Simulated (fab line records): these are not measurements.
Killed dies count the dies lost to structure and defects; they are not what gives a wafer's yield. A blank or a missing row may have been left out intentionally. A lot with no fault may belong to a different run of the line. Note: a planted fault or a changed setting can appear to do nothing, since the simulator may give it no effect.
Chamber matching || flow nand_harc || NHARC_A_STAIRCASE_ETCH_169 on rie_diel-03: 4 sister chambers
The step etches the open film in CH3F/O2, target depth 50 nm, time 107.1 s. 4 wafers are shown with their chamber, then 7 later ones without.

## WAFERS PAIRED WITH THEIR CHAMBERS
{"wafer": "L087.2", "chamber": 3, "drypump_motor_current_A (A)": 6.6}
{"wafer": "L087.5", "chamber": 1, "drypump_motor_current_A (A)": 6.1}
{"wafer": "L090.1", "chamber": 2, "drypump_motor_current_A (A)": 6.0}
{"wafer": "L090.4", "chamber": 0, "drypump_motor_current_A (A)": 5.6}

## WAFERS MISSING THEIR CHAMBER
{"wafer": "L090.5", "drypump_motor_current_A (A)": 5.7}
{"wafer": "L092.1", "drypump_motor_current_A (A)": 5.7}
{"wafer": "L092.4", "drypump_motor_current_A (A)": 6.1}
{"wafer": "L092.5", "drypump_motor_current_A (A)": 6.6}
{"wafer": "L097.3", "drypump_motor_current_A (A)": 6.6}
{"wafer": "L097.4", "drypump_motor_current_A (A)": 6.1}
{"wafer": "L097.6", "drypump_motor_current_A (A)": 6.1}

## THE CHAMBER EACH PASSED THROUGH
{"wafer": "L090.5", "from the rows above": 0, "in truth": 0}
{"wafer": "L092.1", "from the rows above": 0, "in truth": 0}
{"wafer": "L092.4", "from the rows above": "can't be placed: 1 or 2", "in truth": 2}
{"wafer": "L092.5", "from the rows above": 3, "in truth": 3}
{"wafer": "L097.3", "from the rows above": 3, "in truth": 3}
{"wafer": "L097.4", "from the rows above": "can't be placed: 1 or 2", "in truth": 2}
{"wafer": "L097.6", "from the rows above": "can't be placed: 1 or 2", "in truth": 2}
Correct placement for 4 of the 7. From these rows, 3 cannot be placed; in 3 the true chamber is one of the candidates. Number placed wrongly: 0.
How it was worked out, from the rows above alone: a wafer's distance from a chamber is the root of the sum, over the readings, of the square of ((its reading less the chamber's mean) divided by the reading's scatter). If the next closest chamber is less than 2 further off than the closest, the wafer can't be placed; otherwise it belongs to the closest. The mean given for a chamber averages the wafers shown for that chamber. The scatter (one wafer shown for each chamber): square how far every hidden wafer sits from the nearest shown wafer, average those squares and take the square root.
